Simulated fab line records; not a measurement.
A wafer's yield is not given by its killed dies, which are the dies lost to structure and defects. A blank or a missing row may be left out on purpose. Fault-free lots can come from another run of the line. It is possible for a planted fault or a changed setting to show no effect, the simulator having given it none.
Which of the tools did it? | flow n5_finfet | 12 lots with 36 wafers sampled at 2 steps, on a route of 1938 steps

WHAT THE GAUGES SHOWED, per wafer
N5_BEOL_M6_CD_MEAS_18: pitch 80 nm, target cd 40 nm.
lot  | measured     | on        | cd_nm (nm)
L074 | day 10 08:48 | cd_sem-01 | 39.8 41.1 40.3
L077 | day 10 12:19 | cd_sem-01 | 41.4 41.8 41.2
L080 | day 11 09:11 | cd_sem-03 | 38.9 40.0 39.7
L079 | day 11 12:46 | cd_sem-01 | 39.1 39.4 39.4
L083 | day 12 12:50 | cd_sem-02 | 40.3 40.1 40.7
L087 | day 12 23:59 | cd_sem-02 | 40.6 40.2 40.4
L085 | day 13 04:52 | cd_sem-01 | 40.6 40.5 40.4
L091 | day 14 10:53 | cd_sem-02 | 41.1 40.7 40.6
L090 | day 14 11:02 | cd_sem-02 | 40.3 40.8 40.9
L094 | day 14 18:59 | cd_sem-02 | 40.1 39.0 39.3
L095 | day 15 16:00 | cd_sem-03 | 39.3 39.2 39.7
L097 | day 15 20:24 | cd_sem-03 | 40.8 40.4 40.4

TOOL THAT RAN EACH LOT (tool first, then ch and the chambers of the sampled wafers, then the start)
lot  | N5_BEOL_M6_STRIP_67
L074 | rie_diel-06 ch 0,3, day 10 08:33
L077 | rie_diel-06 ch 0,1,3, day 10 12:05
L080 | rie_diel-06 ch 0,1,3, day 11 08:56
L079 | rie_diel-06 ch 0,2, day 11 12:32
L083 | rie_diel-03 ch 0,1,3, day 12 12:37
L087 | rie_diel-03 ch 0,1,3, day 12 23:45
L085 | rie_diel-04 ch 1,3, day 13 04:37
L091 | rie_diel-06 ch 1,2, day 14 10:39
L090 | rie_diel-04 ch 1,2, day 14 10:47
L094 | rie_diel-04 ch 0,1, day 14 18:37
L095 | rie_diel-04 ch 0,2, day 15 15:47
L097 | rie_diel-03 ch 0,2,3, day 15 20:11
- N5_BEOL_M6_STRIP_67: strips in CF4.

THE ANSWER, worked out from the rows above alone
Rule: what is usual is taken from the lots themselves. Put in order of their means at a reading, lots are off if they are a third of the lots or fewer, leave a main group of 4 or more, and stand apart from it by a gap of 3 or more times the standard deviation of the main group's means; of several such gaps the widest counts. The tables above print the reading to a certain number of digits; a main group whose means all agree to those digits is not used. Also off: a lot with no number at a reading for which 4 or more lots have one. Where the step has rows for the other lots, those lots are counted as sound.
Across all readings shown, no lot is off: no conclusion can be drawn from this.

WHAT HAD BEEN PUT IN BY THE SIMULATOR
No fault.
